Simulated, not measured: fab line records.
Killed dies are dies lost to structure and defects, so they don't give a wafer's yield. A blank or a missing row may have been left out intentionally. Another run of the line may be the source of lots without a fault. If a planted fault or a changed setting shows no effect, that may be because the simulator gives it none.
Which tool was responsible?	flow nand-harc	33 wafers from 11 lots sampled at 5 of the route's 1159 steps

WHAT EACH GAUGE READ, for each wafer
NHARC_END_SORT_01. Usual: killed-at-array 29, standard deviation 8.4; killed-at-other 0.7, standard deviation 1.2; killed-at-periphery 3.8, standard deviation 2.1; killed-dies 33, standard deviation 9; killed-open 3.4, standard deviation 2; killed-short 2.1, standard deviation 1.4.
lot	measured	on	killed-at-array	killed-at-other	killed-at-periphery	killed-dies	killed-open	killed-short	flag
L641	day 20 23:56	prober-02	41 26 31	0 0 0	6 6 6	47 32 37	3 2 2	1 1 3	
L649	day 22 22:43	prober-01	22 29 30	3 0 2	2 1 1	27 30 33	3 1 3	0 0 2	
L652	day 23 08:51	prober-02	26 35	0 0	1 3	27 38	1 4	0 4	
L657	day 24 07:19	prober-02	35 41 35	0 0 0	4 5 1	39 46 36	2 5 2	3 2 2	

TOOL THAT RAN EACH LOT (tool first, then ch and the chambers of the sampled wafers, then the start)
lot	NHARC_P_ZERO_WELL_DESCUM_26	NHARC_P_ZERO_WELL_PEB_35	NHARC_P_ZERO_WELL_DESCUM_39	NHARC_P_STI_DESCUM_14
L638	rie-diel-02 ch 0,1, day 1 20:37	litho-track-03 ch 0, day 1 21:53	rie-diel-04 ch 0,1,2, day 1 22:08	rie-diel-10 ch 0,1,3, day 2 16:52
L641	rie-diel-02 ch 0,2,3, day 2 14:37	litho-track-07 ch 0, day 2 16:02	rie-diel-04 ch 0,1,3, day 2 16:19	rie-diel-10 ch 0,3, day 3 07:38
L644	rie-diel-02 ch 0,1, day 3 08:32	litho-track-07 ch 0, day 3 09:50	rie-diel-04 ch 1,2,3, day 3 10:07	rie-diel-10 ch 0,1,3, day 4 04:50
L645	rie-diel-04 ch 1,2,3, day 3 14:40	litho-track-07 ch 0, day 3 15:55	rie-diel-04 ch 2,3, day 3 16:10	rie-diel-10 ch 1,2,3, day 4 14:01
L647	rie-diel-07 ch 2,3, day 4 02:39	litho-track-03 ch 0, day 4 04:02	rie-diel-02 ch 0,1,2, day 4 04:18	rie-diel-09 ch 1,2,3, day 4 23:02
L648	rie-diel-04 ch 0,2,3, day 4 08:38	litho-track-03 ch 0, day 4 09:54	rie-diel-04 ch 2,3, day 4 10:09	rie-diel-11 ch 1,2,3, day 5 04:55
L649	rie-diel-07 ch 1,2,3, day 4 14:46	litho-track-03 ch 0, day 4 16:01	rie-diel-02 ch 0,1,3, day 4 16:16	rie-diel-09 ch 0,1,2, day 5 11:07
L650	rie-diel-02 ch 1,2, day 4 20:40	litho-track-02 ch 0, day 4 22:03	rie-diel-07 ch 1,2, day 4 22:18	rie-diel-11 ch 1,2,3, day 5 19:58
L652	rie-diel-04 ch 1,2,3, day 5 08:39	litho-track-03 ch 0, day 5 09:53	rie-diel-02 ch 0,3, day 5 10:08	rie-diel-11 ch 0,3, day 6 05:32
L657	rie-diel-02 ch 0,3, day 6 15:00	litho-track-02 ch 0, day 6 16:23	rie-diel-02 ch 0,1,3, day 6 16:39	rie-diel-10 ch 1,3, day 7 14:11
L660	rie-diel-07 ch 0,1,3, day 7 08:38	litho-track-07 ch 0, day 7 10:02	rie-diel-07 ch 0,2, day 7 10:18	rie-diel-11 ch 1,2,3, day 8 06:41
- NHARC_P_ZERO_WELL_DESCUM_26: chemistry O2, time 3 s.
- NHARC_P_ZERO_WELL_PEB_35: peb time 85 s.
- NHARC_P_ZERO_WELL_DESCUM_39: chemistry O2, time 3 s.
- NHARC_P_STI_DESCUM_14: chemistry O2, time 3 s.

WHAT THE TOOLS THEMSELVES READ (means of the sampled wafers that have a number; where no wafer has one, the mark that the record gives instead)
NHARC_P_ZERO_WELL_DESCUM_26. Usual: drypump-motor-current-A 5.7 A, standard deviation 0.38; o2-flow-sccm 200.1 sccm, standard deviation 0.58; oes-product-au 1.005 a.u., standard deviation 0.0084; rf-vpp-V 58.0 V, standard deviation 0.92; showerhead-plenum-p-Torr 1.98 Torr, standard deviation 0.067; throttle-valve-pct 11.311 %, standard deviation 0.0089.
lot	tool	drypump-motor-current-A (A)	o2-flow-sccm (sccm)	oes-product-au (a.u.)	rf-vpp-V (V)	showerhead-plenum-p-Torr (Torr)	throttle-valve-pct (%)	flag
L638	rie-diel-02	6.1	199.7	1.005	58.5	1.98	11.309	
L641	rie-diel-02	5.8	200.1	1.009	57.7	1.95	11.316	
L644	rie-diel-02	6.1	200.5	1.002	58.0	1.98	11.304	
L645	rie-diel-04	5.9	200.5	0.997	58.1	2.01	11.327	
L647	rie-diel-07	5.6	200.1	1.002	57.9	1.93	11.315	
L648	rie-diel-04	5.8	199.6	1.006	58.5	2.00	11.318	
L649	rie-diel-07	5.4	199.6	0.996	58.4	1.94	11.311	
L650	rie-diel-02	5.6	200.1	1.005	58.8	1.97	11.304	
L652	rie-diel-04	6.0	200.1	1.012	59.2	2.01	11.306	
L657	rie-diel-02	6.0	199.7	1.013	57.7	1.96	11.322	
L660	rie-diel-07	5.2	200.6	0.995	58.3	1.92	11.307	

NHARC_P_ZERO_WELL_PEB_35. Usual: heater-power-total-W 163.95 W, standard deviation 0.27; plate-temp-C 118.01 C, standard deviation 0.14.
lot	tool	heater-power-total-W (W)	plate-temp-C (C)	flag
L638	litho-track-03	164.04	118.09	
L641	litho-track-07	163.81	117.86	
L644	litho-track-07	163.83	117.95	
L645	litho-track-07	163.97	118.07	
L647	litho-track-03	163.97	118.03	
L648	litho-track-03	164.07	118.07	
L649	litho-track-03	167.55	119.83	OFF
L650	litho-track-02	164.16	118.10	
L652	litho-track-03	167.59	120.09	OFF
L657	litho-track-02	164.19	117.86	
L660	litho-track-07	164.14	118.04	

NHARC_P_ZERO_WELL_DESCUM_39. Usual: drypump-motor-current-A 5.7 A, standard deviation 0.39; o2-flow-sccm 200.0 sccm, standard deviation 0.58; oes-product-au 1.005 a.u., standard deviation 0.009; rf-vpp-V 58.1 V, standard deviation 0.85; showerhead-plenum-p-Torr 1.99 Torr, standard deviation 0.065; throttle-valve-pct 11.310 %, standard deviation 0.0088.
lot	tool	drypump-motor-current-A (A)	o2-flow-sccm (sccm)	oes-product-au (a.u.)	rf-vpp-V (V)	showerhead-plenum-p-Torr (Torr)	throttle-valve-pct (%)	flag
L638	rie-diel-04	5.7	200.1	0.999	58.7	2.01	11.303	
L641	rie-diel-04	6.0	200.0	1.000	58.8	2.03	11.311	
L644	rie-diel-04	5.9	200.2	1.003	57.3	2.01	11.303	
L645	rie-diel-04	5.8	200.9	1.004	57.4	1.97	11.310	
L647	rie-diel-02	5.9	199.7	1.012	58.4	1.98	11.297	
L648	rie-diel-04	5.8	200.2	1.011	58.2	1.97	11.300	
L649	rie-diel-02	5.8	200.1	1.007	58.0	2.00	11.310	
L650	rie-diel-07	5.4	200.2	0.997	57.9	2.01	11.324	
L652	rie-diel-02	6.0	200.6	1.010	57.4	1.96	11.310	
L657	rie-diel-02	5.8	199.9	1.008	57.6	2.00	11.305	
L660	rie-diel-07	5.3	199.5	1.001	57.7	1.97	11.317	

NHARC_P_STI_DESCUM_14. Usual: drypump-motor-current-A 5.36 A, standard deviation 0.3; o2-flow-sccm 199.9 sccm, standard deviation 0.61; oes-product-au 1.001 a.u., standard deviation 0.011; rf-vpp-V 57.6 V, standard deviation 0.92; showerhead-plenum-p-Torr 1.89 Torr, standard deviation 0.064; throttle-valve-pct 11.311 %, standard deviation 0.0091.
lot	tool	drypump-motor-current-A (A)	o2-flow-sccm (sccm)	oes-product-au (a.u.)	rf-vpp-V (V)	showerhead-plenum-p-Torr (Torr)	throttle-valve-pct (%)	flag
L638	rie-diel-10	5.35	200.0	1.009	57.6	1.92	11.322	
L641	rie-diel-10	5.48	200.2	0.998	57.7	1.88	11.303	
L644	rie-diel-10	5.38	200.8	1.013	57.9	1.92	11.310	
L645	rie-diel-10	5.32	199.9	1.005	58.6	1.92	11.302	
L647	rie-diel-09	5.38	200.1	0.996	57.0	1.89	11.315	
L648	rie-diel-11	5.36	200.6	1.000	58.6	1.91	11.307	
L649	rie-diel-09	5.32	200.4	0.994	57.4	1.87	11.309	
L650	rie-diel-11	5.37	200.1	0.997	56.9	1.91	11.312	
L652	rie-diel-11	5.27	200.5	0.996	57.7	1.92	11.311	
L657	rie-diel-10	5.39	200.3	1.013	57.6	1.90	11.309	
L660	rie-diel-11	5.37	199.3	1.001	57.7	1.91	11.305	

THE ANSWER, worked out from the rows above alone
Rule: a lot counts as off when the mean over its wafers that have a number is more than 3 standard deviations away from the usual mean. A lot without any number at a reading at which 4 lots or more have one is off too. The other lots that the step has rows for count as sound. The gauges are gone through in route order, then the tools' own readings, and for those a lot's mean is taken as printed above. The first step at which some lot is off is used, and at that step the reading that is off furthest; a lot without a number counts as furthest.
Off, at NHARC_P_ZERO_WELL_PEB_35 on plate-temp-C: L649, L652.
A tool fits if, at that step or a process step before it, it ran every lot that is off, and no sound lot after the first of them. One candidate fits, namely litho-track-03 at NHARC_P_ZERO_WELL_PEB_35. Its last sound lot is L648 (day 4 09:54), its first lot that is off L649 (day 4 16:01): a fault that began between those two fits.
The tool's own readings at NHARC_P_ZERO_WELL_PEB_35 bear it out: on the lots that are off they differ by more than 5 times the standard deviation of the sound lots' means. heater-power-total-W reads 167.57 W there against 164.02 W on the sound lots; plate-temp-C reads 119.96 C there against 118.01 C on the sound lots.

WHAT THE SIMULATOR HAD INSERTED
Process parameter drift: litho-track-03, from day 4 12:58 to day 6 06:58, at NHARC_P_ZERO_WELL_PEB_35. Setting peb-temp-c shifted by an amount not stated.
Shown lots that were struck: L649, L652. The rule above found the same.
